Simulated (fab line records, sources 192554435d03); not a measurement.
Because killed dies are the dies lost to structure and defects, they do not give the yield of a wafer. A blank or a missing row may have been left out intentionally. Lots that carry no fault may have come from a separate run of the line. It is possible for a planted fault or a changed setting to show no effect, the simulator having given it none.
8D (eight disciplines) problem report, filled in by code    flow n5_finfet    the parts of the form that need people (team, actions taken, sign-off) are left out

== 1. WHAT IS WRONG ==
Mean of run_length_s at N5_BEOL_M9_ETCH_66: 119.9 s across 3 wafers in 3 lots; on wafers with no fault it is 143.6 s (standard deviation 0.5). Relative to the usual mean, that is a shift of -47 standard deviations.
The step: etches SOC in N2/H2, target depth 80 nm, overetch 16 nm, time 120 s.
Earliest sighting: wafer L507.4 on rie_diel-04 at day 13 07:46. Wafers with a number at this step in the record: 32, from 11 lots. Rule for "out" (also "out of limits"): further than 4 standard deviations from the usual mean. All remaining wafers that have a number are taken as sound.

== 2. WHAT IT IS AND WHAT IT IS NOT ==
question                     is                      is not
which readings at this step  run_length_s            drypump_motor_current_A, oes_product_au, rf_vpp_V, showerhead_plenum_p_Torr, temp_c, throttle_valve_pct
which lots                   L505, L507, L508        L497, L500, L501, L511, L515, L516, L518, L520
which wafers of those lots   L505.2, L507.4, L508.2  L505.4, L505.5, L507.5, L508.5, L508.6
read on which tools          rie_diel-04             rie_diel-02, rie_diel-05
when                         from day 13 07:46       up to then (10 sound wafers); but 19 sound wafers of L505, L508, L511, L515, L516, L518, L520 came after

== 3. THE SUSPECTS, EACH WITH WHAT RULES IT OUT ==
Counting: a tool at a process step up to the reading stays a suspect if it ran every lot that is out. Sound lots after the first of them don't rule it out here, since some wafers of a struck lot are sound.
- rie_diel-04 at N5_BEOL_M9_ETCH_66 (etches SOC in N2/H2, target depth 80 nm, overetch 16 nm, time 120 s): kept. Every lot that is out went through it, the first being L507 (day 13 07:46); the last sound lot it ran before that was L500 (day 11 18:24). Its own readings are out on those wafers: run_length_s.
- Within rie_diel-04 at N5_BEOL_M9_ETCH_66: the wafers that are out ran in chamber 0; their sound lot-mates ran in chambers 1, 2.
Left after counting: rie_diel-04 at N5_BEOL_M9_ETCH_66.

== 4. THE CAUSE (what the simulator had put in) ==
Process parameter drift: rie_diel-04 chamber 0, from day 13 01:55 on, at N5_BEOL_M9_ETCH_66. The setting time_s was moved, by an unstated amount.
Counting left only this tool.

== 5. THE EFFECT CHAIN, in route order ==
Each row: a reading whose mean over the struck wafers that have a number lies more than 3 standard deviations from the usual. Only readings whose record carries a usual standard deviation are examined. hours: median over the lots of the time between each lot's start at the first step of this table that gives one and its start at this step. sigmas: the change, counted in usual standard deviations.
hours  step                reading       usual    on struck wafers  change  sigmas
0      N5_BEOL_M9_ETCH_66  run_length_s  143.6 s  119.9             -23.7   -47
Here are the process steps it includes:
- N5_BEOL_M9_ETCH_66: etches SOC in N2/H2, target depth 80 nm, overetch 16 nm, time 120 s.

== 6. WHAT WOULD HAVE CAUGHT IT SOONER ==
First out-of-limits reading in this record: day 13 07:46, which is 6 hours after fault onset at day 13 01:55.
